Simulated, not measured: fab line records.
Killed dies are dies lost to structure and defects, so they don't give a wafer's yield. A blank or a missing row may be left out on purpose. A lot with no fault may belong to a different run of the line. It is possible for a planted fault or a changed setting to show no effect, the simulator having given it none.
fab line records + flow n5-finfet
[record]
- lots = 4
- wafers = 12
- last-day = 16
route steps=1938 shown MIM_BOT_LITHO@1861 MIM_BOT_ETCH@1866 PASS1_CAP@1873 TV_LITHO@1875 TV_OPEN@1887 PASSIVATION@1936
lots that met no fault: from a run of the same line without faults
start-h: the number of hours between the record's first day and the start of the first shown wafer of the lot + wait-h: time in hours since the lot's previous step + " identical to the entry in the row above + L1.1+2: several wafers, shown together as one row + - either no value or no given start + * or withheld: withheld + < > ~ a bound
route shown NAME@n: a module of which the file shows steps, and the number in the route of the first + usual: mean and standard deviation over wafers with no fault + same: alike in all rows + chamber/n: place in a boat + sites: each site's reading + _std_site: standard deviation across them + _edge_site: mean of outer sites minus mean of inner sites + radius-mm: for every site, how far away it sits from the centre of the wafer + mask NAME#n: copy n + behind: tool/chamber where the wafer was last shaped + hold: why the lot went on hold/how many hours it stayed there/how the hold came to an end + device: the n, p or np transistor that did not switch + end of line: tests run on the same wafers once the route is complete + where a step has no rows: the recipe by itself + killed: the dies lost at the first sort to structure and to defects; this is not the yield of the wafer + map: the dies of a wafer, with x for killed, . for not killed, _ for no die there
set.NAME: the setting as run; set.NAME@STEP: as run at that earlier step + model.NAME: the simulator's own value behind a step, which no gauge read
lots at some steps of the route; a table a step, a row a wafer
services: from which hour (start-h, from the record's first day; less than 0 if before it) a tool's chamber was out of use, for how many hours, and why
[[steps]]
[step N5_MIM_BOT_LITHO_HARDBAKE_09]
[recipe]
- temp-c = 130
- time-s = 120
[step N5_MIM_BOT_LITHO_DESCUM_10]
[recipe]
- chemistry = O2
- time-s = 7.9
- source-power-w = 50
- bias-power-w = 20
- pressure-mtorr = 20
- rf-frequency-hz = 2.712e+07
- temp-c = 40
- o2-flow-sccm = 225
[step N5_MIM_BOT_ETCH_ETCH_04]
[recipe]
- chemistry = CF4/O2
- target = SiNx
- target-depth-a = 260
- time-s = 13
- ion-energy-ev = 100
- pressure-mtorr = 40
- source-w = 535
- bias-w = 49
- Ar_flow_sccm = 100
- cf4-flow-sccm = 100
- O2_flow_sccm = 10
[step N5_MIM_BOT_ETCH_ETCH_03]
[recipe]
- chemistry = Cl2/BCl3
- target-depth-a = 120
- pressure-mtorr = 8
- icp-w = 800
- bias-w = 100
- Cl2_flow_sccm = 20
- bcl3-flow-sccm = 80
[step N5_MIM_BOT_ETCH_ETCH_00]
[recipe]
- chemistry = Cl2/BCl3
- target = TiN
- target-depth-a = 455
- ion-energy-ev = 150
- pressure-mtorr = 10
- icp-w = 1000
- bias-w = 126
- Cl2_flow_sccm = 53.25
- bcl3-flow-sccm = 21.75
- Ar_flow_sccm = 25
[step N5_MIM_BOT_ETCH_STRIP_01]
[recipe]
- chemistry = O2
- power-w = 600
- temp-c = 60
- pressure-mtorr = 30
- rf-frequency-hz = 6e+07
- bias-power-w = 0
- overash-fraction = 0.5
- o2-flow-sccm = 225
[step N5_MIM_BOT_ETCH_STRIP_02]
[recipe]
- chemistry = post-etch-residue-remover
- time-s = 1200
- temp-c = 72.5
[step N5_MIM_BOT_ETCH_CLEAN_05]
[recipe]
- chemistry = IPA
- time-s = 180
- temp-c = 25
[step N5_MIM_BOT_ETCH_SRD_06]
[recipe]
- dry = ipa-marangoni
- time-s = 30
- temp-c = 23
- rinse-liquid = diw
[step N5_PASSIVATION_PECVD_55]
[recipe]
- material = SiO2
- target-thk-a = 4000
- temp-c = 400
- precursor = SiH4/N2O
- pressure-torr = 2.7
- rf-w = 608
- time-s = 22.5
[usual]
- chamber-pressure-Torr = 2.701/0.0061
- heater-power-outer-w = 393/63
- heater-power-w = 671/71
- showerhead-plenum-p-Torr = 8.20/0.083
- throttle-valve-pct = 53/3.3
| lot.wafer | tool     | chamber | start-h | wait-h | chamber-pressure-Torr | heater-power-outer-w | heater-power-w | showerhead-plenum-p-Torr | since-wet-clean-h | throttle-valve-pct |
|-----------|----------|---------|---------|--------|-----------------------|----------------------|----------------|--------------------------|-------------------|--------------------|
| L936.3    | pecvd-03 | 1       | 278.98  | 0.0    | 2.706                 | 463                  | 721            | 8.21                     | 2070              | 55                 |
| L936.5    | "        | 1       | "       | "      | 2.705                 | 468                  | 724            | 8.20                     | -                 | 55                 |
| L936.6    | "        | 2       | "       | "      | 2.696                 | 379                  | 706            | 8.21                     | -                 | 51                 |
| L945.1    | pecvd-03 | 2       | 339.29  | 0.0    | -                     | -                    | -              | -                        | -                 | -                  |
| L945.2    | "        | 1       | "       | "      | -                     | -                    | -              | -                        | -                 | -                  |
| L945.5    | "        | 2       | "       | "      | -                     | -                    | -              | -                        | -                 | -                  |
| L946.2    | pecvd-04 | 2       | 346.13  | 0.0    | -                     | -                    | -              | -                        | -                 | -                  |
| L946.5    | "        | 2       | "       | "      | -                     | -                    | -              | -                        | -                 | -                  |
| L946.6    | "        | 1       | "       | "      | -                     | -                    | -              | -                        | -                 | -                  |
| L952.4    | pecvd-02 | 1       | 384.48  | 0.0    | 2.693                 | 510                  | 807            | 8.20                     | -                 | 53                 |
| L952.5    | "        | 2       | "       | "      | 2.703                 | 271                  | 491            | 8.14                     | -                 | 51                 |
| L952.6    | "        | 0       | "       | "      | 2.700                 | 477                  | 783            | 8.13                     | -                 | 54                 |
[step N5_PASSIVATION_PECVD_01]
[recipe]
- material = SiNx
- target-thk-a = 2000
- temp-c = 400
- precursor = SiH4/NH3/N2
- pressure-torr = 4.9
- rf-w = 1406
- time-s = 43.2
[step N5_PASSIVATION_HMDS_03]
[recipe]
- time-s = 60
- temp-c = 120
[step N5_PASSIVATION_COAT_04]
[recipe]
- spin-rpm = *
- resist-thk-nm = *
[step N5_PASSIVATION_EBR_06]
[recipe]
- solvent = PGMEA
- ebr-width-mm = 1.5
[step N5_PASSIVATION_SOFTBAKE_05]
[recipe]
- temp-c = 100
- time-s = 90
[step N5_PASSIVATION_EXPOSE_07]
[recipe]
- mask-id = TV
- na = 0.55
- source-shape = conventional
- sigma-outer = 0.8
- polarization = unpolarized
- defocus-nm = 0
- target-cd-nm = 3000
- dose-mj = 22.75
[step N5_PASSIVATION_PEB_08]
[recipe]
- peb-temp-c = withheld
- peb-time-s = *
[step N5_PASSIVATION_DEVELOP_09]
[recipe]
- develop-time-s = 60
- rinse-liquid = diw
- dry = air-spin
- dev-temp-c = 21
[step N5_PASSIVATION_HARDBAKE_11]
[recipe]
- temp-c = 130
- time-s = 120
[step N5_PASSIVATION_DESCUM_12]
[recipe]
- chemistry = O2
- time-s = 7.9
- source-power-w = 50
- bias-power-w = 20
- pressure-mtorr = 20
- rf-frequency-hz = 2.712e+07
- temp-c = 40
- o2-flow-sccm = 225
[step N5_PASSIVATION_PASS_ETCH_74]
[recipe]
- chemistry = CF4/O2
- target = SiNx
- target-depth-a = 2200
- time-s = 110
- ion-energy-ev = 100
- pressure-mtorr = 40
- source-w = 535
- bias-w = 49
- Ar_flow_sccm = 100
- cf4-flow-sccm = 100
- O2_flow_sccm = 10
[step N5_PASSIVATION_VIA_ETCH_13]
[recipe]
- chemistry = CHF3/O2
- target = SiO2
- target-depth-a = 6600
- CHF3_flow_sccm = 50
- O2_flow_sccm = 5
- Ar_flow_sccm = 200
- time-s = 330
- mask-material = PR
- pressure-mtorr = 30
- source-w = 650
- bias-w = 170
- ion-energy-ev = 200
- ends = cleared
[usual]
- chamber-pressure-mTorr = 29.999/0.025
- drypump-motor-current-A = 5.85/0.24
- etch-rf-on-time-s = 237/4.4
- oes-product-au = 0.71/0.077
- rf-vpp-V = 521/10
- showerhead-plenum-p-Torr = 2.42/0.1
- throttle-valve-pct = 18.97/0.23
| lot.wafer | tool        | chamber | start-h | wait-h | chamber-pressure-mTorr | drypump-motor-current-A | etch-rf-on-time-s | oes-product-au | rf-hours-counter-h | rf-vpp-V | showerhead-plenum-p-Torr | throttle-valve-pct | model.coat_of_PASSIVATION_COAT_04.thk-nm | model.TV_OPEN.cd-offset-nm |
|-----------|-------------|---------|---------|--------|------------------------|-------------------------|-------------------|----------------|--------------------|----------|--------------------------|--------------------|------------------------------------------|----------------------------|
| L936.3    | rie-diel-05 | 0       | 280.03  | 0.0    | 30.044                 | 5.81                    | 232               | 0.86           | 5                  | 519      | 2.37                     | 18.97              | *                                        | 1.4                        |
| L936.5    | "           | 1       | "       | "      | 30.031                 | 5.67                    | 237               | 0.84           | -                  | 511      | 2.38                     | 18.59              | *                                        | 1.4                        |
| L936.6    | "           | 2       | "       | "      | 30.008                 | 5.80                    | 228               | 0.76           | -                  | 506      | 2.55                     | 19.11              | *                                        | 1.8                        |
| L945.1    | rie-diel-04 | 1       | 341.84  | 0.0    | 29.984                 | 5.99                    | 328               | 0.71           | 121                | 515      | 2.33                     | 18.72              | *                                        | 1                          |
| L945.2    | "           | 3       | "       | "      | 29.994                 | 6.21                    | 335               | 0.64           | 225                | 520      | 2.39                     | 19.26              | *                                        | -0.4                       |
| L945.5    | "           | 2       | "       | "      | 29.966                 | 5.63                    | 335               | 0.75           | -                  | 518      | 2.56                     | 18.73              | *                                        | -0.2                       |
| L946.2    | rie-diel-04 | 1       | 346.80  | 0.0    | 29.988                 | 6.04                    | 324               | 0.73           | 123                | 516      | 2.33                     | 18.69              | *                                        | 1.2                        |
| L946.5    | "           | 2       | "       | "      | 29.976                 | 5.61                    | 334               | 0.75           | -                  | 519      | 2.56                     | 18.74              | *                                        | 0                          |
| L946.6    | "           | 1       | "       | "      | 30.035                 | 6.02                    | 326               | 0.73           | -                  | 515      | 2.33                     | 18.70              | *                                        | 1.4                        |
| L952.4    | rie-diel-04 | 1       | 386.81  | 0.0    | 29.990                 | 6.01                    | 238               | 0.70           | 137                | 516      | 2.33                     | 18.73              | *                                        | 2.6                        |
| L952.5    | "           | 3       | "       | "      | 29.996                 | 6.23                    | 242               | 0.62           | -                  | 520      | 2.38                     | 19.29              | *                                        | 2.2                        |
| L952.6    | "           | 2       | "       | "      | 30.025                 | 5.61                    | 243               | 0.73           | -                  | 517      | 2.56                     | 18.74              | *                                        | 2.2                        |
[step N5_PASSIVATION_STRIP_14]
[recipe]
- chemistry = O2
- power-w = 600
- temp-c = 60
- pressure-mtorr = 30
- rf-frequency-hz = 6e+07
- bias-power-w = 0
- overash-fraction = 0.5
- o2-flow-sccm = 225
[step N5_PASSIVATION_ETCH_15]
[recipe]
- chemistry = CF4/N2
- target = SiCN
- target-depth-a = 750
- taper-deg = 2
- time-s = 81.2
- ion-energy-ev = 150
- mask-material = SiNx
- pressure-mtorr = 40
- source-w = 430
- bias-w = 70
- Ar_flow_sccm = 100
- cf4-flow-sccm = 60
- n2-flow-sccm = 60
[usual]
- chamber-pressure-mTorr = 40.00/0.039
- drypump-motor-current-A = 5.85/0.24
- oes-product-au = 0.79/0.087
- rf-vpp-V = 382.3/2.3
- showerhead-plenum-p-Torr = 2.21/0.088
- throttle-valve-pct = 15.50/0.26
| lot.wafer | tool        | chamber | start-h | wait-h | chamber-pressure-mTorr | drypump-motor-current-A | oes-product-au | rf-hours-counter-h | rf-vpp-V | showerhead-plenum-p-Torr | throttle-valve-pct | model.TV_OPEN.cd-offset-nm |
|-----------|-------------|---------|---------|--------|------------------------|-------------------------|----------------|--------------------|----------|--------------------------|--------------------|----------------------------|
| L936.3    | rie-diel-05 | 0       | -       | -      | 39.97                  | 5.83                    | 0.96           | 5                  | 382.0    | 2.17                     | 15.44              | 1.4                        |
| L936.5    | "           | 1       | "       | "      | 39.91                  | 5.67                    | 0.94           | -                  | 380.4    | 2.17                     | 15.12              | 1.4                        |
| L936.6    | "           | 2       | "       | "      | 40.03                  | 5.81                    | 0.84           | -                  | 384.9    | 2.33                     | 15.58              | 1.8                        |
| L945.1    | rie-diel-04 | 1       | -       | -      | 40.03                  | 6.00                    | 0.80           | 122                | 379.3    | 2.14                     | 15.29              | 1                          |
| L945.2    | "           | 3       | "       | "      | 40.00                  | 6.23                    | 0.70           | 225                | 382.1    | 2.19                     | 15.85              | -0.2                       |
| L945.5    | "           | 2       | "       | "      | 39.95                  | 5.69                    | 0.83           | -                  | 385.0    | 2.34                     | 15.18              | -0.2                       |
| L946.2    | rie-diel-04 | 1       | -       | -      | 39.99                  | 6.03                    | 0.79           | 123                | 381.4    | 2.14                     | 15.25              | 1.2                        |
| L946.5    | "           | 2       | "       | "      | 39.98                  | 5.62                    | 0.83           | -                  | 386.6    | 2.34                     | 15.19              | -0.2                       |
| L946.6    | "           | 1       | "       | "      | 40.01                  | 5.99                    | 0.80           | -                  | 379.8    | 2.14                     | 15.28              | 1.4                        |
| L952.4    | rie-diel-04 | 1       | -       | -      | 39.96                  | 6.02                    | 0.78           | 137                | 380.5    | 2.13                     | 15.31              | 2.6                        |
| L952.5    | "           | 3       | "       | "      | 39.96                  | 6.20                    | 0.69           | -                  | 380.1    | 2.18                     | 15.88              | 2.4                        |
| L952.6    | "           | 2       | "       | "      | 39.93                  | 5.66                    | 0.81           | -                  | 384.7    | 2.33                     | 15.21              | 2.2                        |
[step N5_PASSIVATION_STRIP_73]
[recipe]
- chemistry = post-etch-residue-remover
- time-s = 60
- temp-c = 25
- remover-ph = withheld
- remover-water-wt-pct = withheld
- remover-fluoride-wt-pct = withheld
[step N5_PASSIVATION_PROBE_49]
[usual]
- defect-limited-yield = 91.0/1.5
- killed_at_M0_to_M3 = 34/11
- killed_at_M4_up = 14/5.3
- killed-at-contacts = 13/7
- killed-at-front-end = 41/13
- killed-at-other = 4/3.1
- killed-dies = 106/17
- killed-open = 70/12
- killed-short = 35/8
- sort_bin_5_function = 5.2/0.98
- sort_bin_6_memory = 3.4/0.69
- sort-n-pass = 1074/17
- sort-yield-pct = 91.0/1.5
[same]
- gross-dies = 1180
- killed-at-back-side = 0
- sort_bin_4_leakage[%] = 0
- sort_bin_8_speed[%] = 0
| lot.wafer | tool      | chamber | start-h | wait-h | defect-limited-yield[%] | killed_at_M0_to_M3 | killed_at_M4_up | killed-at-contacts | killed-at-front-end | killed-at-other | killed-dies | killed-open | killed-short | sort_bin_5_function[%] | sort_bin_6_memory[%] | sort-n-pass | sort-yield-pct[%] |
|-----------|-----------|---------|---------|--------|-------------------------|--------------------|-----------------|--------------------|---------------------|-----------------|-------------|-------------|--------------|------------------------|----------------------|-------------|-------------------|
| L936.3    | prober-01 | -       | 286.83  | 0.1    | 89.6                    | 30                 | 17              | 11                 | 60                  | 5               | 123         | 87          | 36           | 7.1                    | 3.1                  | 1057        | 89.6              |
| L936.5    | prober-01 | -       | 286.93  | 0.2    | 92.5                    | 36                 | 7               | 9                  | 36                  | 1               | 89          | 57          | 31           | 3.3                    | 4.0                  | 1091        | 92.5              |
| L936.6    | prober-01 | -       | 286.98  | 0.3    | 91.2                    | 32                 | 9               | 23                 | 37                  | 3               | 104         | 68          | 35           | 5.1                    | 3.1                  | 1076        | 91.2              |
| L945.1    | prober-02 | -       | 348.97  | 0.0    | 89.2                    | 60                 | 11              | 19                 | 37                  | 0               | 127         | 87          | 39           | 6.4                    | 4.1                  | 1053        | 89.2              |
| L945.2    | prober-02 | -       | 349.02  | 0.1    | 91.8                    | 30                 | 11              | 11                 | 40                  | 5               | 97          | 69          | 23           | 4.2                    | 3.4                  | 1083        | 91.8              |
| L945.5    | prober-02 | -       | 349.17  | 0.2    | 92.5                    | 37                 | 14              | 18                 | 13                  | 6               | 88          | 63          | 25           | 4.2                    | 3.0                  | 1092        | 92.5              |
| L946.2    | prober-01 | -       | 353.11  | 0.1    | 92.8                    | 23                 | 20              | 11                 | 26                  | 5               | 85          | 61          | 22           | 4.0                    | 3.1                  | 1095        | 92.8              |
| L946.5    | prober-01 | -       | 353.26  | 0.2    | 91.4                    | 28                 | 27              | 10                 | 36                  | 1               | 102         | 74          | 26           | 4.4                    | 4.1                  | 1078        | 91.4              |
| L946.6    | prober-01 | -       | 353.31  | 0.3    | 93.2                    | 26                 | 16              | 6                  | 32                  | 0               | 80          | 57          | 22           | 4.9                    | 1.6                  | 1100        | 93.2              |
// killed by level:class
L936.3 STI_FIN_REVEAL:geometric-particle:open=21 FIN_SAQP:geometric-particle:short=12 MOL_CONTACT_COAG:geometric-particle:open=11 FIN_SAQP:geometric-particle:open=9 BEOL_M2:geometric-particle:open=9 BEOL_M4:geometric-particle:open=8 BEOL_M0_SAQP:geometric-particle:open=5 BEOL_M0_SAQP:geometric-particle:short=5
L936.5 BEOL_M0_SAQP:geometric-particle:open=15 MOL_CONTACT_COAG:geometric-particle:open=8 BEOL_M0_SAQP:geometric-particle:short=8 FIN_SAQP:geometric-particle:short=6 STI_FIN_REVEAL:geometric-particle:open=6 BEOL_M2:geometric-particle:open=6 FIN_SAQP:geometric-particle:open=5 STARTING-WAFER:geometric-particle:short=4
L936.6 MOL_CONTACT_COAG:geometric-particle:open=17 STI_FIN_REVEAL:geometric-particle:open=12 BEOL_M0_SAQP:geometric-particle:open=9 BEOL_M0_SAQP:geometric-particle:short=7 BEOL_M2:geometric-particle:open=6 MOL_CONTACT_COAG:geometric-particle:short=5 BEOL_M2:geometric-particle:short=4 BEOL_M3:geometric-particle:open=4
L945.1 MOL_CONTACT_COAG:geometric-particle:open=17 BEOL_M0_SAQP:geometric-particle:short=17 STI_FIN_REVEAL:geometric-particle:open=14 BEOL_M3:geometric-particle:open=14 BEOL_M0_SAQP:geometric-particle:open=9 BEOL_M4:geometric-particle:open=7 BEOL_M0:geometric-particle:open=6 BEOL_M2:geometric-particle:open=5
L945.2 STI_FIN_REVEAL:geometric-particle:open=15 BEOL_M3:geometric-particle:open=11 MOL_CONTACT_COAG:geometric-particle:open=9 BEOL_M4:geometric-particle:open=8 GATE_CUT:geometric-particle:short=4 BEOL_M0_SAQP:geometric-particle:open=4 BEOL_M3:geometric-particle:short=4 HKMG_FIN:area-etch=4
L945.5 MOL_CONTACT_COAG:geometric-particle:open=18 BEOL_M0_SAQP:geometric-particle:open=13 BEOL_M0_SAQP:geometric-particle:short=7 BEOL_M1:geometric-particle:short=6 DUMMY_GATE:geometric-particle:open=4 BEOL_M4:geometric-particle:open=4 STARTING-WAFER:geometric-particle:short=4 STI_FIN_REVEAL:geometric-particle:open=3
L946.2 BEOL_M4:geometric-particle:open=12 MOL_CONTACT_COAG:geometric-particle:open=10 BEOL_M2:geometric-particle:open=9 STI_FIN_REVEAL:geometric-particle:open=6 DUMMY_GATE:geometric-particle:open=5 BEOL_M1:geometric-particle:open=4 BEOL_M3:geometric-particle:open=3 BEOL_M7:geometric-particle:open=3
L946.5 STI_FIN_REVEAL:geometric-particle:open=15 BEOL_M4:geometric-particle:open=15 MOL_CONTACT_COAG:geometric-particle:open=8 BEOL_M1:geometric-particle:open=7 BEOL_M2:geometric-particle:open=7 BEOL_M0_SAQP:geometric-particle:short=6 DUMMY_GATE:geometric-particle:open=5 STARTING-WAFER:geometric-particle:short=3
L946.6 BEOL_M2:geometric-particle:open=12 BEOL_M4:geometric-particle:open=8 STI_FIN_REVEAL:geometric-particle:open=7 MOL_CONTACT_COAG:geometric-particle:open=6 BEOL_M1:geometric-particle:open=5 FIN_SAQP:geometric-particle:open=4 BEOL_M4:geometric-particle:short=4 STARTING-WAFER:geometric-particle:open=4
[[services]]
| tool        | chamber | start-h | hours | kind                          |
|-------------|---------|---------|-------|-------------------------------|
| rie-diel-05 | -       | 261.73  | 0.6   | repair                        |
| rie-diel-05 | -       | 266.08  | 0.8   | repair                        |
| rie-diel-04 | 1       | 276.61  | 5.4   | repair                        |
| rie-diel-04 | -       | 281.45  | 0.4   | repair                        |
| rie-diel-04 | 1       | 283.72  | 16.7  | repair                        |
| rie-diel-05 | 1       | 290.76  | 9.6   | repair                        |
| pecvd-04    | -       | 295.33  | 1.2   | repair                        |
| rie-diel-04 | 0       | 325.47  | 51.5  | repair                        |
| rie-diel-04 | -       | 336.74  | 2.8   | pm                            |
| pecvd-03    | -       | 343.35  | 14.6  | pm                            |
| rie-diel-05 | 0       | 345.20  | 7.0   | repair                        |
| pecvd-03    | 2       | 363.07  | 2.1   | scheduled-down                |
| pecvd-03    | 1       | 375.52  | 2.1   | scheduled-down                |
| pecvd-03    | 1       | 383.62  | -     | clean                         |
| pecvd-03    | 1       | 383.62  | -     | consumable-replace:showerhead |
| pecvd-02    | 2       | 385.91  | 5.5   | scheduled-down                |
[[key]]
[first-sign]
- step = N5_PASSIVATION_PECVD_55
- reading = tool-record
- direction = missing
[effect]
- step = N5_PASSIVATION_VIA_ETCH_13
- reading = etch-rf-on-time-s
- direction = up
- sigmas = 21
- usual = *
- struck = *
[model-effect]
- step = N5_PASSIVATION_VIA_ETCH_13
- value = coat_of_PASSIVATION_COAT_04.thk-nm
- without = *
- struck = *
[model-effect]
- step = N5_PASSIVATION_ETCH_15
- value = TV_OPEN.cd-offset-nm
- without = 2.367
- struck = 0.5
met-at N5_PASSIVATION_PECVD_55
struck-wafers L945.1,L945.2,L945.5,L946.2,L946.5,L946.6
onset-between 278.98 339.29
[fault]
- kind = skipped-step-whole
- tool = pecvd-03,pecvd-04
- chamber = -
- onset-h = 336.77
- steps = N5_PASSIVATION_PECVD_55
- scope = struck-lots-only
